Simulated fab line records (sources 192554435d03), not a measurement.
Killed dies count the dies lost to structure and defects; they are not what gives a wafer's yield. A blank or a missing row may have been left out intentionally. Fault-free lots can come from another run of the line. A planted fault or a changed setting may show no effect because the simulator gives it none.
Which of the tools did it? | flow n5-finfet | 24 lots with 72 wafers sampled at 6 steps, on a route of 1938 steps

== WHAT EACH GAUGE READ, for each wafer ==
N5_BEOL_M14_RS_MEAS_54: a four-point-probe measurement.
lot  | measured     | on            | M14_RS (ohm/sq)
L074 | day 11 07:12 | film-metro-02 | 0.0341 0.0333 0.0341
L075 | day 12 08:53 | film-metro-01 | 0.0331 0.0336 0.0334
L076 | day 12 09:07 | film-metro-01 | 0.0327 0.0336 0.0328
L079 | day 12 11:34 | film-metro-02 | 0.0338 0.0339 0.0339
L077 | day 12 16:20 | film-metro-01 | 0.0340 0.0332 0.0335
L078 | day 12 20:19 | film-metro-02 | 0.0323 0.0320 0.0333
L080 | day 13 01:08 | film-metro-02 | 0.0335 0.0342 0.0328
L081 | day 13 12:04 | film-metro-01 | 0.0334 0.0324 0.0336
L082 | day 13 18:41 | film-metro-02 | 0.0335 0.0336 0.0335
L083 | day 14 00:26 | film-metro-01 | 0.0339 0.0327 0.0338
L084 | day 14 10:57 | film-metro-01 | 0.0331 0.0338 0.0337
L086 | day 14 14:46 | film-metro-01 | 0.0341 0.0338 0.0324
L085 | day 14 23:01 | film-metro-01 | 0.0337 0.0328 0.0338
L088 | day 14 23:09 | film-metro-01 | 0.0322 0.0324 0.0323
L087 | day 15 03:02 | film-metro-01 | 0.0341 0.0343 0.0329
L090 | day 15 16:05 | film-metro-01 | 0.0340 0.0327 0.0326
L089 | day 15 23:55 | film-metro-02 | 0.0333 0.0335 0.0334
L092 | day 16 02:23 | film-metro-01 | 0.0340 0.0333 0.0341
L091 | day 16 04:53 | film-metro-01 | 0.0327 0.0336 0.0339
L093 | day 16 10:39 | film-metro-01 | 0.0338 0.0333 0.0342
L094 | day 16 20:16 | film-metro-02 | 0.0332 0.0333 0.0330
L096 | day 17 10:40 | film-metro-01 | 0.0329 0.0335 0.0325
L095 | day 17 11:55 | film-metro-02 | 0.0329 0.0334 0.0326
L097 | day 17 14:45 | film-metro-01 | 0.0336 0.0327 0.0326

N5_BEOL_M14_INSPECT_55: inspects for defects (darkfield).
lot  | measured     | on                | raw-defect-count
L074 | day 11 07:13 | defect-inspect-02 | 25 51 43
L075 | day 12 08:54 | defect-inspect-02 | 67 32 67
L076 | day 12 09:08 | defect-inspect-01 | 89 78 85
L079 | day 12 11:35 | defect-inspect-02 | 30 34 49
L077 | day 12 16:21 | defect-inspect-01 | 76 71 69
L078 | day 12 20:21 | defect-inspect-01 | 66 84 59
L080 | day 13 01:10 | defect-inspect-02 | 34 56 37
L081 | day 13 12:06 | defect-inspect-02 | 66 126 67
L082 | day 13 18:43 | defect-inspect-01 | 74 65 80
L083 | day 14 00:28 | defect-inspect-01 | 52 45 61
L084 | day 14 10:58 | defect-inspect-02 | 72 87 57
L086 | day 14 14:48 | defect-inspect-01 | 57 53 112
L085 | day 14 23:02 | defect-inspect-01 | 64 70 41
L088 | day 14 23:10 | defect-inspect-02 | 36 57 42
L087 | day 15 03:04 | defect-inspect-02 | 67 66 32
L090 | day 15 16:07 | defect-inspect-02 | 66 68 63
L089 | day 15 23:57 | defect-inspect-02 | 52 90 68
L092 | day 16 02:25 | defect-inspect-01 | 124 57 78
L091 | day 16 04:55 | defect-inspect-01 | 83 69 78
L093 | day 16 10:41 | defect-inspect-02 | 74 28 55
L094 | day 16 20:17 | defect-inspect-02 | 27 31 21
L096 | day 17 10:41 | defect-inspect-02 | 94 88 84
L095 | day 17 11:56 | defect-inspect-02 | 88 76 56
L097 | day 17 14:47 | defect-inspect-01 | 68 79 74

N5_BEOL_M15_INSPECT_12: inspects for defects (macro).
lot  | measured     | on                | raw-defect-count
L074 | day 11 07:52 | defect-inspect-01 | 5 2 1
L075 | day 12 09:40 | defect-inspect-01 | 1 3 3
L076 | day 12 09:55 | defect-inspect-01 | 3 4 2
L079 | day 12 12:23 | defect-inspect-01 | 2 1 0
L077 | day 12 17:07 | defect-inspect-01 | 3 1 2
L078 | day 12 20:59 | defect-inspect-01 | 1 5 3
L080 | day 13 01:49 | defect-inspect-01 | 1 1 1
L081 | day 13 12:52 | defect-inspect-01 | 3 4 1
L082 | day 13 19:22 | defect-inspect-02 | 1 0 1
L083 | day 14 01:07 | defect-inspect-02 | 0 3 0
L084 | day 14 11:37 | defect-inspect-01 | 4 2 2
L086 | day 14 15:26 | defect-inspect-01 | 3 0 3
L085 | day 14 23:41 | defect-inspect-01 | 1 2 3
L088 | day 14 23:49 | defect-inspect-02 | 0 1 2
L087 | day 15 04:04 | defect-inspect-02 | 1 3 1
L090 | day 15 16:53 | defect-inspect-02 | 4 1 1
L089 | day 16 00:43 | defect-inspect-02 | 1 1 4
L092 | day 16 03:11 | defect-inspect-02 | 1 3 2
L091 | day 16 05:41 | defect-inspect-01 | 3 1 4
L093 | day 16 11:27 | defect-inspect-02 | 3 0 1
L094 | day 16 20:56 | defect-inspect-01 | 5 0 5
L096 | day 17 11:26 | defect-inspect-01 | 3 2 0
L095 | day 17 12:35 | defect-inspect-02 | 3 1 5
L097 | day 17 15:40 | defect-inspect-01 | 3 1 3

N5_BEOL_M15_CD_MEAS_17 targets a cd of 360 nm.
lot  | measured     | on        | cd-nm (nm)
L074 | day 11 08:40 | cd-sem-01 | 362.0 364.9 361.7
L075 | day 12 10:13 | cd-sem-02 | 361.5 360.0 358.3
L076 | day 12 10:26 | cd-sem-03 | 359.7 360.7 359.9
L079 | day 12 12:55 | cd-sem-02 | 361.8 361.7 362.0
L077 | day 12 17:39 | cd-sem-03 | 361.7 361.8 361.5
L078 | day 12 21:32 | cd-sem-03 | 359.8 362.2 362.6
L080 | day 13 02:28 | cd-sem-03 | 359.6 361.0 362.7
L081 | day 13 13:24 | cd-sem-01 | 360.9 362.3 362.7
L082 | day 13 19:54 | cd-sem-02 | 361.6 361.4 362.6
L083 | day 14 01:46 | cd-sem-01 | 363.1 362.4 361.1
L084 | day 14 12:19 | cd-sem-02 | 360.3 361.6 360.0
L086 | day 14 15:59 | cd-sem-01 | 360.7 361.4 361.3
L085 | day 15 00:13 | cd-sem-01 | 363.1 359.7 362.7
L088 | day 15 00:22 | cd-sem-02 | 360.2 358.2 358.2
L087 | day 15 04:40 | cd-sem-01 | 360.8 360.1 359.3
L090 | day 15 17:25 | cd-sem-01 | 360.6 360.2 360.6
L089 | day 16 01:15 | cd-sem-03 | 361.4 364.0 360.4
L092 | day 16 03:47 | cd-sem-02 | 361.4 361.0 360.2
L091 | day 16 06:13 | cd-sem-01 | 359.2 361.5 360.0
L093 | day 16 11:59 | cd-sem-03 | 362.7 361.0 361.9
L094 | day 16 21:28 | cd-sem-03 | 361.7 361.1 360.3
L096 | day 17 11:58 | cd-sem-02 | 363.2 359.4 362.4
L095 | day 17 13:09 | cd-sem-01 | 359.6 361.4 359.9
L097 | day 17 16:11 | cd-sem-01 | 359.9 359.4 360.1

== TOOL THAT RAN EACH LOT (tool first, then ch and the chambers of the sampled wafers, then the start) ==
lot  | N5_BEOL_M15_DESCUM_15              | N5_BEOL_M15_VIA_ETCH_16
L074 | rie-diel-01 ch 0,1,3, day 11 08:09 | rie-diel-01 ch 0,1,3, day 11 08:14
L075 | rie-diel-04 ch 0,1, day 12 09:43   | rie-diel-04 ch 0,1, day 12 09:47
L076 | rie-diel-01 ch 0,1,3, day 12 09:57 | rie-diel-01 ch 0,1,3, day 12 10:02
L079 | rie-diel-03 ch 1,2, day 12 12:25   | rie-diel-03 ch 1,2, day 12 12:30
L077 | rie-diel-03 ch 1,2,3, day 12 17:10 | rie-diel-03 ch 1,2,3, day 12 17:14
L078 | rie-diel-04 ch 0,2, day 12 21:02   | rie-diel-04 ch 0,2, day 12 21:07
L080 | rie-diel-01 ch 0,2, day 13 01:58   | rie-diel-01 ch 0,2, day 13 02:03
L081 | rie-diel-04 ch 1,2, day 13 12:54   | rie-diel-04 ch 1,2, day 13 12:59
L082 | rie-diel-03 ch 1,3, day 13 19:24   | rie-diel-03 ch 1,3, day 13 19:29
L083 | rie-diel-01 ch 2,3, day 14 01:15   | rie-diel-01 ch 2,3, day 14 01:20
L084 | rie-diel-01 ch 1,2, day 14 11:49   | rie-diel-01 ch 1,2, day 14 11:54
L086 | rie-diel-04 ch 0,1,3, day 14 15:29 | rie-diel-04 ch 0,1,3, day 14 15:34
L085 | rie-diel-04 ch 2,3, day 14 23:43   | rie-diel-04 ch 2,3, day 14 23:49
L088 | rie-diel-03 ch 1,2,3, day 14 23:52 | rie-diel-03 ch 1,2,3, day 14 23:57
L087 | rie-diel-04 ch 0,2, day 15 04:10   | rie-diel-04 ch 0,2, day 15 04:15
L090 | rie-diel-04 ch 1,2, day 15 16:55   | rie-diel-04 ch 1,2, day 15 17:00
L089 | rie-diel-04 ch 1,2,3, day 16 00:45 | rie-diel-04 ch 1,2,3, day 16 00:50
L092 | rie-diel-04 ch 0,1, day 16 03:17   | rie-diel-04 ch 0,1, day 16 03:23
L091 | rie-diel-01 ch 0,3, day 16 05:43   | rie-diel-01 ch 0,3, day 16 05:49
L093 | rie-diel-01 ch 0,1,2, day 16 11:29 | rie-diel-01 ch 0,1,2, day 16 11:34
L094 | rie-diel-03 ch 0,1,3, day 16 20:58 | rie-diel-03 ch 0,1,3, day 16 21:03
L096 | rie-diel-03 ch 0,1, day 17 11:28   | rie-diel-03 ch 0,1, day 17 11:34
L095 | rie-diel-03 ch 0,1,3, day 17 12:39 | rie-diel-03 ch 0,1,3, day 17 12:44
L097 | rie-diel-04 ch 0,1,3, day 17 15:41 | rie-diel-04 ch 0,1,3, day 17 15:47
- N5_BEOL_M15_DESCUM_15: chemistry O2, time 7.9 s.
- N5_BEOL_M15_VIA_ETCH_16: etches SiO2 in C4F8/O2/Ar, target depth 1792.2 nm.

== AS READ BY THE TOOLS THEMSELVES (means over the sampled wafers that have a number; for cases with no such wafer, the mark the record gives instead) ==
N5_BEOL_M15_DESCUM_15.
lot  | tool        | drypump-motor-current-A (A) | o2-flow-sccm (sccm) | oes-product-au (a.u.) | rf-vpp-V (V) | showerhead-plenum-p-Torr (Torr) | throttle-valve-pct (%)
L074 | rie-diel-01 | 5.6                         | 225.1               | 0.86                  | 243.5        | 2.12                            | 20.26
L075 | rie-diel-04 | 5.4                         | 224.2               | 0.78                  | 243.7        | 2.15                            | 20.50
L076 | rie-diel-01 | 5.6                         | 224.8               | 0.84                  | 243.8        | 2.11                            | 20.26
L079 | rie-diel-03 | 5.7                         | 224.9               | 0.71                  | 243.2        | 2.10                            | 20.57
L077 | rie-diel-03 | 6.0                         | 225.1               | 0.76                  | 245.0        | 2.16                            | 20.44
L078 | rie-diel-04 | 5.7                         | 225.7               | 0.81                  | 244.1        | 2.13                            | 20.49
L080 | rie-diel-01 | 6.4                         | 225.1               | 0.88                  | 242.7        | 2.10                            | 20.40
L081 | rie-diel-04 | 5.6                         | 225.4               | 0.90                  | 243.6        | 2.10                            | 20.31
L082 | rie-diel-03 | 6.3                         | 224.2               | 0.80                  | 244.6        | 2.21                            | 20.34
L083 | rie-diel-01 | 6.3                         | 224.9               | 0.79                  | 242.3        | 2.02                            | 20.34
L084 | rie-diel-01 | 5.3                         | 225.4               | 0.88                  | 243.6        | 2.10                            | 20.43
L086 | rie-diel-04 | 5.8                         | 224.8               | 0.84                  | 243.1        | 2.17                            | 20.29
L085 | rie-diel-04 | 6.3                         | 225.1               | 0.93                  | 243.9        | 2.11                            | 20.19
L088 | rie-diel-03 | 6.0                         | 224.7               | 0.74                  | 244.0        | 2.15                            | 20.46
L087 | rie-diel-04 | 5.8                         | 224.7               | 0.85                  | 242.4        | 2.08                            | 20.41
L090 | rie-diel-04 | 5.6                         | 225.4               | 0.87                  | 243.2        | 2.09                            | 20.34
L089 | rie-diel-04 | 6.1                         | 224.1               | 0.89                  | 243.3        | 2.13                            | 20.21
L092 | rie-diel-04 | 5.4                         | 225.1               | 0.76                  | 244.3        | 2.14                            | 20.55
L091 | rie-diel-01 | 6.0                         | 225.2               | 0.81                  | 243.5        | 2.13                            | 20.24
L093 | rie-diel-01 | 5.7                         | 224.7               | 0.85                  | 244.1        | 2.12                            | 20.40
L094 | rie-diel-03 | 5.9                         | 225.2               | 0.72                  | 243.5        | 2.13                            | 20.41
L096 | rie-diel-03 | 5.4                         | 225.3               | 0.69                  | 242.4        | 2.05                            | 20.47
L095 | rie-diel-03 | 5.9                         | 224.1               | 0.73                  | 243.7        | 2.12                            | 20.43
L097 | rie-diel-04 | 5.9                         | 225.2               | 0.82                  | 244.3        | 2.16                            | 20.34

N5_BEOL_M15_VIA_ETCH_16.
lot  | tool        | drypump-motor-current-A (A) | oes-product-au (a.u.) | rf-vpp-V (V) | showerhead-plenum-p-Torr (Torr) | throttle-valve-pct (%)
L074 | rie-diel-01 | 5.6                         | 0.78                  | 2228         | 3.48                            | 30.75
L075 | rie-diel-04 | 5.4                         | 0.71                  | 2215         | 3.54                            | 31.12
L076 | rie-diel-01 | 5.6                         | 0.77                  | 2228         | 3.48                            | 30.77
L079 | rie-diel-03 | 5.7                         | 0.64                  | 2230         | 3.46                            | 31.02
L077 | rie-diel-03 | 6.0                         | 0.68                  | 2242         | 3.53                            | 30.85
L078 | rie-diel-04 | 5.6                         | 0.74                  | 2209         | 3.50                            | 31.03
L080 | rie-diel-01 | 6.4                         | 0.81                  | 2211         | 3.45                            | 30.88
L081 | rie-diel-04 | 5.6                         | 0.81                  | 2228         | 3.47                            | 30.95
L082 | rie-diel-03 | 6.3                         | 0.72                  | 2255         | 3.60                            | 30.70
L083 | rie-diel-01 | 6.3                         | 0.72                  | 2241         | 3.33                            | 30.80
L084 | rie-diel-01 | 5.3                         | 0.80                  | 2228         | 3.46                            | 31.02
L086 | rie-diel-04 | 5.9                         | 0.78                  | 2223         | 3.57                            | 30.86
L085 | rie-diel-04 | 6.3                         | 0.85                  | 2221         | 3.46                            | 30.63
L088 | rie-diel-03 | 6.0                         | 0.68                  | 2242         | 3.52                            | 30.88
L087 | rie-diel-04 | 5.9                         | 0.77                  | 2213         | 3.43                            | 30.90
L090 | rie-diel-04 | 5.6                         | 0.79                  | 2227         | 3.46                            | 30.97
L089 | rie-diel-04 | 6.1                         | 0.80                  | 2227         | 3.50                            | 30.73
L092 | rie-diel-04 | 5.4                         | 0.68                  | 2213         | 3.53                            | 31.13
L091 | rie-diel-01 | 5.9                         | 0.73                  | 2215         | 3.50                            | 30.65
L093 | rie-diel-01 | 5.7                         | 0.77                  | 2215         | 3.49                            | 30.90
L094 | rie-diel-03 | 5.9                         | 0.66                  | 2234         | 3.47                            | 30.75
L096 | rie-diel-03 | 5.4                         | 0.62                  | 2215         | 3.36                            | 30.75
L095 | rie-diel-03 | 5.9                         | 0.65                  | 2234         | 3.47                            | 30.74
L097 | rie-diel-04 | 5.9                         | 0.74                  | 2221         | 3.56                            | 30.89

== THE ANSWER, worked out from the rows above alone ==
Rule: the usual values come from the lots themselves. Put in order of their means at a reading, lots are off if they are a third of the lots or fewer, leave a main group of 4 or more, and stand apart from it by a gap of 3 or more times the standard deviation of the main group's means; of several such gaps the widest counts. A main group whose means are all the same, to the digits that the tables above print for the reading, isn't used. Also off: a lot with no number at a reading for which 4 or more lots have one. Any other lot the step has rows for is counted as sound. The gauges are gone through in route order, then the tools' own readings, and for those a lot's mean is taken as printed above. At the first step where some lot is off, the reading lying furthest off is the one used; lots without a number count as furthest.
No lot is off at any reading shown: from this, nothing can be told.

== WHAT THE SIMULATOR PUT IN ==
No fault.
